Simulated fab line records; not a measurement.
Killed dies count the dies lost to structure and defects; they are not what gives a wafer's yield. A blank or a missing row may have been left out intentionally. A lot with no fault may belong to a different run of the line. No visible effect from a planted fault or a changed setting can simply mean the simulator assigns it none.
Lot-split experiment    flow n5Finfet    route with 1938 steps; 7 lots, 21 wafers read

## THE SPLIT ITSELF
At N5_BEOL_M6_PECVD_70 (deposits SiO2 from TEOS/O2, target thk 20 nm, time 22.7 s), the setting tempC was moved away from the recipe's 400 C on 5 of the 21 wafers read, by -2.5% to +2.1%. All remaining wafers had this setting at the recipe value.

## FROM THE SPLIT TO THE READING: what the file shows between them, 15 steps
- N5_BEOL_M6_EXPOSE_08: exposes mask M6 (also split here: doseMj)
- N5_BEOL_M6_PEB_09: peb time 60 s
- N5_BEOL_M6_DEVELOP_10: develop time 30 s
- N5_BEOL_M6_CD_MEAS_11: target cd 38.5 nm
- N5_BEOL_M6_DESCUM_16: chemistry O2, time 7.9 s
- N5_BEOL_M6_ETCH_61: etches SiARC in CF4, target depth 45.5 nm, time 75.8 s
- N5_BEOL_M6_ETCH_62: etches SOC in N2/H2, target depth 110 nm, overetch 22 nm, time 165 s
- N5_BEOL_M6_STRIP_68: strips in N2/H2
- N5_BEOL_M6_STRIP_67: strips in CF4
- N5_BEOL_M6_HM_OPEN_17: chemistry Cl2/BCl3, target TiN, target depth 20 nm, overetch 6 nm
- N5_BEOL_M6_STRIP_19: strips in O2
- N5_BEOL_M6_CD_MEAS_18: pitch 80 nm, target cd 40 nm
- N5_BEOL_M6_COAT_63: time 60 s, resist thk 60 nm
- N5_BEOL_M6_COAT_64: time 60 s, resist thk 12 nm
- N5_BEOL_M6_STRIP_80: strips in N2/H2, time 10 s

## THE READING
SiO2_of_BEOL_M6_PECVD_70.thkNm (the simulator's own value, which no gauge read), in nm, at N5_BEOL_M6_HM_STRIP_39 (strips TiN in peroxide tin strip, target depth 25 nm, time 158 s). No usual value for it is given in the file. The 16 wafers here that ran the recipe average 19.8 nm, standard deviation 0.18 nm.

wafer   tool, chamber at the split  tempC as run, C  against the recipe  SiO2_of_BEOL_M6_PECVD_70.thkNm, nm  against lot-mates on the recipe
L078.3  pecvd-01, 0,1               400              recipe              20                                  -
L078.4  pecvd-01, 2                 400              recipe              20                                  -
L078.6  pecvd-01, 0,1               400              recipe              20                                  -
L079.1  pecvd-01, 2                 400              recipe              20                                  -
L079.3  pecvd-01, 1                 400              recipe              19.4                                -
L079.5  pecvd-01, 1                 400              recipe              19.8                                -
L083.2  pecvd-02, 0                 390              -2.5%               20.8                                +0.9
L083.5  pecvd-02, 0,2               400              recipe              20                                  -
L083.6  pecvd-02, 0,2               400              recipe              19.8                                -
L084.2  pecvd-01, 0                 400              recipe              19.8                                -
L084.4  pecvd-01, 1                 400              recipe              19.8                                -
L084.3  pecvd-01, 1                 400              recipe              19.6                                -
L085.1  pecvd-01, 2                 400              recipe              19.6                                -
L085.5  pecvd-01, 1                 400              recipe              19.8                                -
L085.6  pecvd-01, 2                 400              recipe              20                                  -
L088.1  pecvd-01, 1                 400              recipe              19.8                                -
L088.3  pecvd-01, 2                 389.8            -2.5%               21.2                                +1.4
L088.5  pecvd-01, 1                 389.8            -2.5%               21.6                                +1.8
L087.1  pecvd-02, 1                 408.5            +2.1%               18.6                                -1.0
L087.2  pecvd-02, 2                 408.5            +2.1%               18.6                                -1.0
L087.3  pecvd-02, 0                 400              recipe              19.6                                -
The file does not say which wafer passed through which chamber wherever a row lists several chambers: such a row stands for several wafers.

THE FIT
A straight line over all 21 wafers: SiO2_of_BEOL_M6_PECVD_70.thkNm changes by -0.556 nm for each +1% of tempC; r = -0.96; the points scatter about the line by 0.21 nm.
The same after taking each lot's own level away (the mean of its wafers on the recipe; 21 wafers): -0.516 nm for each +1%; r = -0.95; scatter 0.19 nm.
According to that fit, moving tempC by its largest amount changes the reading by 1.3 nm.
Across the lots, their own levels run from 19.60 to 20.00 nm, a range of 2.2 times the standard deviation given above.
Hence the lot-to-lot level has little effect on the slope; both slopes agree.
Check: with one of the wafers moved furthest among these (-2.5%) left out of the fit, the line predicts +1.31 nm for it against its lot-mates. Against them it came out at +1.4 nm.

## OTHER SPLITS APPLIED TO THESE WAFERS
These wafers also went through other splits before the reading. Each is held against what the fit with the lots' levels taken away leaves over:
other split on the same wafers  wafers away from the commonest value  r with SiO2_of_BEOL_M6_PECVD_70.thkNm (lot level and that fit taken away)
N5_BEOL_M5_COAT_22 spinRpm      8                                     +0.00
N5_BEOL_M6_EXPOSE_08 doseMj     8                                     +0.08

## THE WHOLE CHAIN: every reading that the file lists as answering this split, in the file's order
step                    what it does                                                      reading                                                                          change (the file's fit)                r (the file's)
N5_BEOL_M6_PECVD_70     deposits SiO2 from TEOS/O2, target thk 20 nm, time 22.7 s         SiO2_of_BEOL_M6_PECVD_70.thkNm (the simulator's own value, which no gauge read)  -0.462 nm for each +1% of the setting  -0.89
N5_BEOL_M6_HM_STRIP_39  strips TiN in peroxide tin strip, target depth 25 nm, time 158 s  SiO2_of_BEOL_M6_PECVD_70.thkNm (the simulator's own value, which no gauge read)  -0.49 nm for each +1% of the setting   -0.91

## FILE'S OWN FIT
SiO2_of_BEOL_M6_PECVD_70.thkNm changes by -0.49 nm for each +1% of tempC, r = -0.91.
